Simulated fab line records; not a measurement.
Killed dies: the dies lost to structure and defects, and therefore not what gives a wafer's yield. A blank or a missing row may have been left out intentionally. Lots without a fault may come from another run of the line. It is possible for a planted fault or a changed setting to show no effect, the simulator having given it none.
fab line records	flow nand_harc
record: lots: 12	wafers: 36	last_day: 33
route steps=1302 shown P_M0@273 P_M1@292 END@1302
lots that met no fault: taken from a fault-free run of the same line
start_h: start of the lot's first displayed wafer, in hours after the record's first day	wait_h: how many hours have passed since the lot's step before this one	" the same as in the row above	L1.1+2: a row that stands for several wafers	- value missing, or start not given	* or withheld: withheld	< > ~ a bound
route shown NAME@n: a module of which the file shows steps, and the number in the route of the first	usual: mean and standard deviation over wafers with no fault	same: alike in all rows	chamber/n: place in a boat	sites: each site's reading	_std_site: how widely they spread, as a standard deviation	_edge_site: the outer-site mean with the inner-site mean subtracted	radius_mm: for every site, how far away it sits from the centre of the wafer	mask NAME#n: copy n	behind: tool/chamber where the wafer was last shaped	hold: why the lot went on hold/how many hours it stayed there/how the hold came to an end	device: the transistor (n, p or np) that didn't switch	end of line: tests of these same wafers at the route's end	a step without rows: its recipe alone	killed: dies lost to structure and defects at the first sort, not the wafer's yield	map: dies across one wafer; x = killed, . = not, _ = none there
set.NAME: setting as actually run; set.NAME@STEP: the setting as run at that earlier step	model.NAME: the simulator's own value behind a step, which no gauge read
the route's steps for a sample of lots (tables are steps, rows are wafers)
services: a tool's chamber out of use, with start hour (start_h, from the record's first day; less than 0 if before it), hours out, and reason
== steps ==
step: NHARC_P_M0_PRE_CLEAN_29
recipe: time_s: 30	temp_c: 280	gas: H2/He
usual: heater_power_w: 394/50
lot.wafer	tool	chamber	start_h	wait_h	heater_power_w
L979.2	pvd_sputter-03	-	-	-	485
L979.4	"	-	"	"	345
L979.5	"	-	"	"	489
L980.4	pvd_sputter-01	-	-	-	508
L980.3	"	-	"	"	349
L980.5	"	-	"	"	406
L981.3	pvd_sputter-02	-	-	-	373
L981.2	"	-	"	"	335
L981.5	"	-	"	"	424
L982.1	pvd_sputter-01	-	-	-	358
L982.2	"	-	"	"	410
L982.5	"	-	"	"	354
L983.1	pvd_sputter-01	-	-	-	354
L983.4	"	-	"	"	389
L983.3	"	-	"	"	508
L984.3	pvd_sputter-02	-	-	-	365
L984.5	"	-	"	"	415
L984.6	"	-	"	"	326
L985.2	pvd_sputter-02	-	-	-	326
L985.1	"	-	"	"	372
L985.3	"	-	"	"	409
L986.4	pvd_sputter-03	-	-	-	487
L986.3	"	-	"	"	372
L986.5	"	-	"	"	493
L987.4	pvd_sputter-03	-	-	-	369
L987.2	"	-	"	"	486
L987.6	"	-	"	"	377
L991.2	pvd_sputter-02	-	-	-	334
L991.5	"	-	"	"	410
L991.6	"	-	"	"	336
L995.3	pvd_sputter-01	-	-	-	341
L995.2	"	-	"	"	354
L995.6	"	-	"	"	478
L100.3	pvd_sputter-02	-	-	-	393
L100.6	"	-	"	"	375
L100.5	"	-	"	"	367
step: NHARC_P_M0_DEP_32
recipe: target_thk_a: 300	temp_c: 370	target_thk_nm: 30	pressure_torr: 3	flow_sccm: 200	rf_w: 450	material: SiCN
usual: heater_power_w: 551/76	rf_fwd_power_W: 448.9/1.4
lot.wafer	tool	chamber	start_h	wait_h	heater_power_w	rf_fwd_power_W
L979.2	pecvd-04	2	127.27	0.1	524	447.1
L979.4	"	0	"	"	592	448.3
L979.5	"	1	"	"	626	449.5
L980.3	pecvd-03	0	140.04	0.1	576	448.4
L980.5	"	1	"	"	597	451.2
L980.4	"	0	"	"	592	448.9
L981.3	pecvd-01	2	152.55	0.1	464	450.7
L981.2	"	1	"	"	608	446.9
L981.5	"	0	"	"	601	446.7
L982.2	pecvd-03	2	162.31	0.1	493	448.3
L982.1	"	0	"	"	624	450.7
L982.5	"	0	"	"	631	447.6
L983.3	pecvd-03	2	173.26	0.1	406	450.4
L983.1	"	0	"	"	635	448.2
L983.4	"	2	"	"	413	449.5
L984.3	pecvd-01	2	185.48	0.1	448	449.7
L984.5	"	2	"	"	439	450.4
L984.6	"	0	"	"	525	448.4
L985.2	pecvd-01	2	191.14	0.1	490	449.6
L985.3	"	0	"	"	522	449.1
L985.1	"	1	"	"	574	451.4
L986.3	pecvd-03	2	207.20	0.1	484	449.6
L986.5	"	2	"	"	469	451.1
L986.4	"	0	"	"	639	449.6
L987.2	pecvd-01	1	212.59	0.1	549	449.7
L987.4	"	0	"	"	503	448.3
L987.6	"	1	"	"	563	450.6
L991.2	pecvd-04	1	253.82	0.1	646	445.5
L991.5	"	2	"	"	477	446.5
L991.6	"	0	"	"	485	449.0
L995.2	pecvd-04	2	299.13	0.1	562	450.4
L995.3	"	0	"	"	570	446.7
L995.6	"	0	"	"	544	447.7
L100.3	pecvd-03	2	361.22	0.4	432	448.4
L100.5	"	2	"	"	435	450.6
L100.6	"	2	"	"	438	449.2
step: NHARC_P_M1_EXPOSE_06
recipe: na: 1.35	target_cd_nm: 130	dose_mj: 81.88	mask_id: P_M1
lot.wafer	tool	chamber	start_h	wait_h	mask
L979.2+4+5	arfi_scanner-03	0	128.29	-	P_M1#0
L980.3+4+5	arfi_scanner-01	0	141.07	-	P_M1#0
L981.2+3+5	arfi_scanner-03	0	153.66	-	P_M1#0
L982.1+2+5	arfi_scanner-01	0	163.38	-	P_M1#0
L983.1+3+4	arfi_scanner-03	0	174.37	-	P_M1#0
L984.3+5+6	arfi_scanner-03	0	186.43	-	P_M1#0
L985.1+2+3	arfi_scanner-03	0	192.10	-	P_M1#0
L986.3+4+5	arfi_scanner-01	0	208.28	-	P_M1#0
L987.2+4+6	arfi_scanner-03	0	213.66	-	P_M1#0
L991.2+5+6	arfi_scanner-03	0	254.85	-	P_M1#0
L995.2+3+6	arfi_scanner-03	0	300.24	-	P_M1#0
L100.3+5+6	arfi_scanner-02	0	363.11	-	P_M1#0
step: NHARC_P_M1_OVL_MEAS_10
recipe: pitch_nm: 260
usual: overlay_x_nm: 0.2/0.79	overlay_y_nm: 0.0/0.97
lot.wafer	tool	chamber	start_h	wait_h	hold	overlay_x_nm	overlay_y_nm
L979.2	overlay-01	-	128.52	-	-	0.7	-0.1
L979.4	"	-	"	"	-	0.2	0.1
L979.5	"	-	"	"	-	0.4	-0.1
L980.3	overlay-01	-	141.29	-	-	1.2	-1.7
L980.4	"	-	"	"	-	0.5	-0.7
L980.5	"	-	"	"	-	0.9	-0.9
L981.2	overlay-01	-	153.89	-	-	-1.0	-0.1
L981.3	"	-	"	"	-	-1.3	0.4
L981.5	"	-	"	"	-	-1.0	0.1
L982.1	overlay-01	-	163.60	-	-	-0.7	-0.1
L982.2	"	-	"	"	-	0.1	-0.5
L982.5	"	-	"	"	-	0.3	-0.2
L983.1	overlay-02	-	174.61	-	-	0.3	-0.7
L983.3	"	-	"	"	-	0.4	-0.5
L983.4	"	-	"	"	-	0.6	-0.2
L984.3	overlay-02	-	186.65	-	-	-0.6	-0.8
L984.5	"	-	"	"	-	-0.1	-0.3
L984.6	"	-	"	"	-	-0.3	-0.5
L985.1	overlay-01	-	192.33	-	-	0.6	0.1
L985.2	"	-	"	"	-	0.6	0.3
L985.3	"	-	"	"	-	0.6	0.5
L986.3	overlay-01	-	208.49	-	-	-0.6	-1.7
L986.4	"	-	"	"	-	-0.7	-1.4
L986.5	"	-	"	"	-	-0.2	-1.2
L987.2	overlay-02	-	213.88	-	await_dispo/0.2h/release	9.5	0.6
L987.4	"	-	"	"	await_dispo/0.2h/release	9.4	1.6
L987.6	"	-	"	"	await_dispo/0.2h/release	9.6	0.6
L987.2	overlay-02	-	214.05	0.2	-	9.4	1.0
L987.4	"	-	"	"	-	9.4	0.8
L987.6	"	-	"	"	-	9.3	1.3
L991.2	overlay-01	-	255.07	-	await_dispo/0.2h/release	10.5	0.6
L991.5	"	-	"	"	await_dispo/0.2h/release	11.5	1.2
L991.6	"	-	"	"	await_dispo/0.2h/release	10.8	1.5
L991.2	overlay-01	-	255.24	0.2	-	10.7	1.2
L991.5	"	-	"	"	-	10.9	1.2
L991.6	"	-	"	"	-	11.1	0.7
L995.2	overlay-02	-	300.46	-	await_dispo/0.2h/release	12.0	-1.4
L995.3	"	-	"	"	await_dispo/0.2h/release	12.2	-1.1
L995.6	"	-	"	"	await_dispo/0.2h/release	12.4	-0.8
L995.2	overlay-02	-	300.64	0.2	-	12.1	-1.3
L995.3	"	-	"	"	-	12.0	-1.4
L995.6	"	-	"	"	-	11.8	-1.2
L100.3	overlay-02	-	363.33	-	-	0.8	1.3
L100.5	"	-	"	"	-	0.2	1.2
L100.6	"	-	"	"	-	0.6	1.3
step: NHARC_P_M1_STRIP_18
recipe: power_w: 1000	n2_flow_sccm: 150	h2_flow_sccm: 150	ar_flow_sccm: 0	bias_w: 0	chemistry: N2/H2
usual: drypump_motor_current_A: 5.7/0.37	oes_product_au: 1.003/0.011	power_w: 1000/3.2	rf_fwd_power_W: 997/3.1	rf_vpp_V: 90.8/0.89	showerhead_plenum_p_Torr: 2.06/0.082	throttle_valve_pct: 14.171/0.0091
same: bias_w: 0
lot.wafer	tool	chamber	start_h	wait_h	drypump_motor_current_A	oes_product_au	power_w	rf_fwd_power_W	rf_hours_counter_h	rf_vpp_V	showerhead_plenum_p_Torr	throttle_valve_pct
L979.4	rie_diel-05	0	129.05	0.1	5.5	1.015	1002	997	5	92.4	2.00	14.145
L979.2	"	1	"	"	6.0	1.010	1003	1000	4	91.8	1.98	14.175
L979.5	"	2	"	"	5.8	1.000	997	996	-	89.2	1.92	14.171
L980.3	rie_diel-05	3	141.81	0.1	5.5	1.023	1006	995	6	90.9	1.99	14.177
L980.4	"	0	"	"	5.5	1.004	999	998	6	90.3	2.00	14.167
L980.5	"	2	"	"	5.8	1.005	1004	999	-	88.6	1.92	14.181
L981.2	rie_diel-07	2	154.41	0.1	6.1	1.008	999	998	9	92.3	2.16	14.151
L981.3	"	3	"	"	4.9	0.989	1001	996	8	93.0	2.14	14.186
L981.5	"	1	"	"	5.9	1.005	998	997	-	89.9	2.04	14.168
L982.1	rie_diel-05	0	164.11	0.1	5.5	1.012	1000	991	7	91.1	2.00	14.177
L982.2	"	1	"	"	6.0	0.995	997	997	7	90.0	1.98	14.170
L982.5	"	0	"	"	5.5	1.000	1001	990	-	90.0	2.00	14.182
L983.3	rie_diel-11	3	175.10	0.1	5.9	1.029	997	1002	8	93.4	2.15	14.165
L983.1	"	0	"	"	5.5	1.020	995	995	7	89.4	2.06	14.169
L983.4	"	0	"	"	5.5	1.027	1001	998	-	90.0	2.06	14.166
L984.3	rie_diel-11	0	187.20	0.1	5.5	1.008	1001	993	9	92.3	2.06	14.171
L984.6	"	1	"	"	6.0	1.009	998	995	-	90.9	2.15	14.174
L984.5	"	2	"	"	5.2	1.010	999	998	-	92.1	2.14	14.163
L985.2	rie_diel-07	3	192.81	0.1	5.0	1.001	994	1002	23	91.7	2.14	14.175
L985.3	"	0	"	"	6.3	1.000	995	993	24	90.6	1.97	14.168
L985.1	"	2	"	"	6.2	0.983	994	999	25	91.1	2.15	14.172
L986.4	rie_diel-05	1	209.02	0.1	6.0	0.993	1005	1000	10	91.7	1.98	14.181
L986.3	"	2	"	"	5.8	1.003	1001	994	10	91.7	1.92	14.168
L986.5	"	0	"	"	5.5	1.009	1001	999	-	91.1	2.00	14.160
L987.4	rie_diel-07	3	222.65	1.8	4.9	0.988	1000	996	30	91.2	2.13	14.169
L987.2	"	1	"	"	5.9	1.008	998	1000	30	89.7	2.03	14.165
L987.6	"	2	"	"	6.1	0.996	1004	1001	-	92.5	2.15	14.163
L991.2	rie_diel-05	3	260.47	0.1	5.5	1.026	996	999	1	90.7	1.99	14.172
L991.5	"	1	"	"	6.0	0.995	1004	997	-	91.1	1.98	14.180
L991.6	"	2	"	"	5.9	1.018	998	994	-	89.1	1.92	14.172
L995.2	rie_diel-11	1	307.40	0.3	6.0	0.990	1001	995	4	92.0	2.15	14.177
L995.3	"	2	"	"	5.2	1.017	1005	997	4	89.2	2.14	14.162
L995.6	"	0	"	"	5.5	1.007	995	994	-	90.7	2.05	14.170
L100.3	rie_diel-11	1	363.80	0.1	6.0	0.996	1001	999	9	91.3	2.15	14.168
L100.5	"	1	"	"	6.0	0.992	1001	998	-	89.5	2.15	14.185
L100.6	"	2	"	"	5.2	1.000	1001	994	-	91.6	2.14	14.170
step: NHARC_END_SORT_01
recipe: temp_c: 25
usual: defect_limited_yield: 90.9/2.7	killed_at_array: 57/19	killed_at_other: 0.9/1.1	killed_at_periphery: 4.0/2.6	killed_dies: 62/19	killed_open: 3.3/1.8	killed_short: 2.4/1.7
same: gross_dies: 677
lot.wafer	tool	chamber	start_h	wait_h	defect_limited_yield[%]	killed_at_array	killed_at_other	killed_at_periphery	killed_dies	killed_open	killed_short
L987.6	prober-02	0	639.25	4.0	89.2	68	2	3	73	4	5
killed by level:class
L987.6 A_CHANNEL_HOLE_D1:chamber_film_flake=33 A_SLIT:chamber_film_flake=18 A_CHANNEL_HOLE_D2:chamber_film_flake=7 A_ZERO_WELL:chamber_film_flake=2 A_CONTACT:chamber_film_flake=2 P_GATE:geometric_particle:short=1 P_M0:geometric_particle:short=1 A_ONON_D1:geometric_particle:open=1
== services ==
tool	chamber	start_h	hours	kind
pvd_sputter-01	-	102.54	0.6	repair
pvd_sputter-02	-	104.00	10.0	pm
rie_diel-05	1	105.59	5.0	repair
arfi_scanner-03	-	110.54	10.6	repair
rie_diel-11	3	111.33	5.3	repair
pecvd-01	-	130.00	13.0	pm
rie_diel-11	0	163.10	4.2	repair
rie_diel-11	2	170.81	4.5	repair
pvd_sputter-01	-	174.35	4.4	repair
rie_diel-05	3	181.03	4.7	repair
arfi_scanner-03	-	182.88	0.5	repair
pecvd-03	-	185.18	13.0	pm
arfi_scanner-03	-	196.00	4.0	pm
pecvd-01	-	216.90	0.4	repair
rie_diel-05	-	229.60	9.0	pm
pvd_sputter-01	-	234.51	10.0	pm
rie_diel-11	-	255.50	9.0	pm
pvd_sputter-02	-	282.00	10.0	pm
arfi_scanner-03	-	289.33	1.4	repair
rie_diel-05	0	308.75	11.0	repair
rie_diel-05	1	322.31	14.9	repair
pecvd-03	2	327.96	6.3	repair
pecvd-03	1	339.70	24.6	repair
pecvd-03	0	355.18	8.6	repair
== key ==
first_sign: step: NHARC_P_M1_OVL_MEAS_10	reading: visit	direction: added
effect: step: NHARC_P_M1_OVL_MEAS_10	reading: overlay_x_nm	direction: up	sigmas: 14	usual: 0.2	struck: 10.9
met_at NHARC_P_M1_EXPOSE_06
struck_lots L987,L991,L995
not_acting_at NHARC_P_M0_PRE_CLEAN_29,NHARC_P_M0_DEP_32,NHARC_P_M1_STRIP_18
onset_between 192.10 213.66
fault: kind: scanner_matching_overlay	tool: arfi_scanner-03	chamber: -	onset_h: 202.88	steps: NHARC_P_M1_EXPOSE_06	offset: 10.723
